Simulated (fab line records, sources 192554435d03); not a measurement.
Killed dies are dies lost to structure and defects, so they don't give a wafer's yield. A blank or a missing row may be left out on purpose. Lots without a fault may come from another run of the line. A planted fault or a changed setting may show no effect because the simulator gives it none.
Chamber matching | flow n5_finfet | N5_BEOL_M0_ALD_136 on ald_metal-04: 4 sister chambers
The step deposits TaN, pulse time 2 s, purge time 3 s, co reactant purge time 2 s. 4 wafers are shown with their chamber, then 7 later ones without.

WAFERS WITH THEIR CHAMBER
wafer  | chamber | heater_power_w (W)
L085.3 | 0       | 462
L085.6 | 2       | 441
L088.1 | 3       | 524
L088.2 | 1       | 467

WAFERS WITHOUT THEIR CHAMBER
wafer  | heater_power_w (W)
L088.4 | 439
L090.3 | 461
L090.5 | 526
L090.6 | 455
L096.1 | 442
L096.5 | 525
L096.6 | 442

WHICH CHAMBER EACH WENT THROUGH
wafer  | from the rows above     | in truth
L088.4 | 2                       | 2
L090.3 | can't be placed: 0 or 1 | 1
L090.5 | 3                       | 3
L090.6 | can't be placed: 0 or 1 | 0
L096.1 | 2                       | 2
L096.5 | 3                       | 3
L096.6 | 2                       | 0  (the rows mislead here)
Placed correctly: 4 of 7. Can't be placed from these rows: 2 (the true chamber is among the candidates in 2). Placed wrongly: 1.
How it was worked out, from the rows above alone: a wafer's distance from a chamber is the root of the sum, over the readings, of the square of ((its reading less the chamber's mean) divided by the reading's scatter). The wafer belongs to the nearest chamber; if the next one is less than 2 further off, it can't be placed. A chamber's mean is the mean of its shown wafers. The scatter: with one shown wafer a chamber, the root of the mean of the squares of how far each hidden wafer lies from its nearest shown one.
